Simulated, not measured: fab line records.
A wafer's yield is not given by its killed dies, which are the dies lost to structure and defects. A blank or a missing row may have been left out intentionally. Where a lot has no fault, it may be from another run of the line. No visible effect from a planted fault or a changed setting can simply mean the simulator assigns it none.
One fault seen from 2 desks ; flow n5-finfet ; only its own numbers are on each desk; what lay behind them is given at the end

FOR THE TOOL OWNER'S DESK: rie-diel-05
The tool's own readings at N5_BEOL_M9_ETCH_41 (etches SiCN in CH3F/O2, target depth 36.6 nm, time 70.1 s): means of the sampled wafers that have a number, for each lot that ran on this tool. Any lot whose mean is over 4 standard deviations away from the usual mean is out of limits and marked OUT; that distance is given in the brackets.
Columns: A = drypump-motor-current-A at N5_BEOL_M9_ETCH_41, usual 5.5 A; B = oes-product-au at N5_BEOL_M9_ETCH_41, usual 0.78 a.u.; C = rf-vpp-V at N5_BEOL_M9_ETCH_41, usual 297.5 V; D = showerhead-plenum-p-Torr at N5_BEOL_M9_ETCH_41, usual 2.01 Torr; E = throttle-valve-pct at N5_BEOL_M9_ETCH_41, usual 16.33 %
lot;first seen here;A;B;C;D;E
L201;day 12 20:13;5.4;0.78;298.8;2.07;16.32
L206;day 13 23:53;5.7;0.84;297.1;1.97;16.23
Finding of this desk: none of the 2 lots has anything out of limits.

METROLOGY DESK
What the gauges read, lot by lot, whatever tool the lot ran on: means of the sampled wafers that have a number. Any lot whose mean is over 4 standard deviations away from the usual mean is out of limits and marked OUT; that distance is given in the brackets.
Columns: A = PAD_OVL at N5_PASSIVATION_OVL_MEAS_63, usual 1 nm; B = cd-nm at N5_PASSIVATION_CD_MEAS_44, usual 39999 nm
lot;first seen here;A;B
L189;day 11 20:26;-1;39998
L192;day 12 09:39;0;39996
L191;day 12 14:38;9;40000
L194;day 12 20:45;7;40001
L196;day 13 22:11;1;39997
L197;day 14 01:37;-6;39993
L199;day 14 04:25;-1;40001
L202;day 15 04:14;3;39997
L201;day 15 06:23;2;39997
L206;day 16 07:11;3;39999
L210;day 17 12:54;-3;39996
Finding of this desk: none of the 11 lots has anything out of limits.

TAKEN TOGETHER
Nothing out of limits was seen by the tool owner's desk.
Nothing out of limits was seen by the metrology desk.

WHAT THE SIMULATOR HAD INSERTED
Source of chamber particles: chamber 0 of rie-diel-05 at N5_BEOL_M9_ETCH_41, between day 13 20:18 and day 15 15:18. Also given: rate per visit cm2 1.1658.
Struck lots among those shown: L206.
